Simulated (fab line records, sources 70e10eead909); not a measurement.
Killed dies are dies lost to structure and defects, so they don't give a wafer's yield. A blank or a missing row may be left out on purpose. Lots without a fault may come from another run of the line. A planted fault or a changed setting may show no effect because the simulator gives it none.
Which tool did it? | flow nand_harc | 12 lots, 36 wafers sampled, at 2 steps of a route of 1302

WHAT THE GAUGES READ, wafer by wafer
NHARC_P_BONDPAD_OVL_MEAS_38.
lot  | measured     | on         | overlay_x_nm (nm)
L075 | day 6 22:41  | overlay-01 | 5 5 5
L077 | day 8 01:32  | overlay-01 | -3 -3 -3
L079 | day 8 20:50  | overlay-02 | -1 0 -1
L081 | day 9 09:47  | overlay-02 | -2 -2 -2
L082 | day 10 04:54 | overlay-02 | 2 1 1
L085 | day 11 09:17 | overlay-01 | -10 -10 -10
L088 | day 12 15:43 | overlay-01 | 1 1 1
L089 | day 12 22:56 | overlay-02 | -7 -7 -7
L091 | day 13 17:50 | overlay-01 | 3 2 2
L093 | day 14 18:18 | overlay-01 | -3 -4 -4
L095 | day 15 15:54 | overlay-01 | -1 -2 -1
L097 | day 16 02:50 | overlay-01 | 2 3 2

WHICH TOOL RAN EACH LOT (tool, then ch and the chambers of the sampled wafers, then the start)
lot  | NHARC_P_M2_STRIP_18
L075 | rie_diel-02 ch 1,2, day 6 18:42
L077 | rie_diel-02 ch 0,1,2, day 7 21:31
L079 | rie_diel-03 ch 0,1,3, day 8 16:47
L081 | rie_diel-03 ch 0,1,2, day 9 05:46
L082 | rie_diel-06 ch 0,1,2, day 10 00:50
L085 | rie_diel-02 ch 1,2, day 11 05:14
L088 | rie_diel-06 ch 2,3, day 12 11:40
L089 | rie_diel-02 ch 2,3, day 12 18:53
L091 | rie_diel-06 ch 0,2, day 13 13:47
L093 | rie_diel-06 ch 0,1,2, day 14 14:17
L095 | rie_diel-06 ch 0,1,2, day 15 11:51
L097 | rie_diel-02 ch 0,1,3, day 15 22:50
- NHARC_P_M2_STRIP_18: strips in N2/H2.

THE ANSWER, worked out from the rows above alone
Rule: what is usual is taken from the lots themselves. Put in order of their means at a reading, lots are off if they are a third of the lots or fewer, leave a main group of 4 or more, and stand apart from it by a gap of 3 or more times the standard deviation of the main group's means; of several such gaps the widest counts. A main group whose means are all the same, to the digits that the tables above print for the reading, isn't used. A lot without any number at a reading at which 4 lots or more have one is off too. The other lots that the step has rows for count as sound.
No lot is off at any reading shown: from this, nothing can be told.

WHAT THE SIMULATOR HAD PUT IN
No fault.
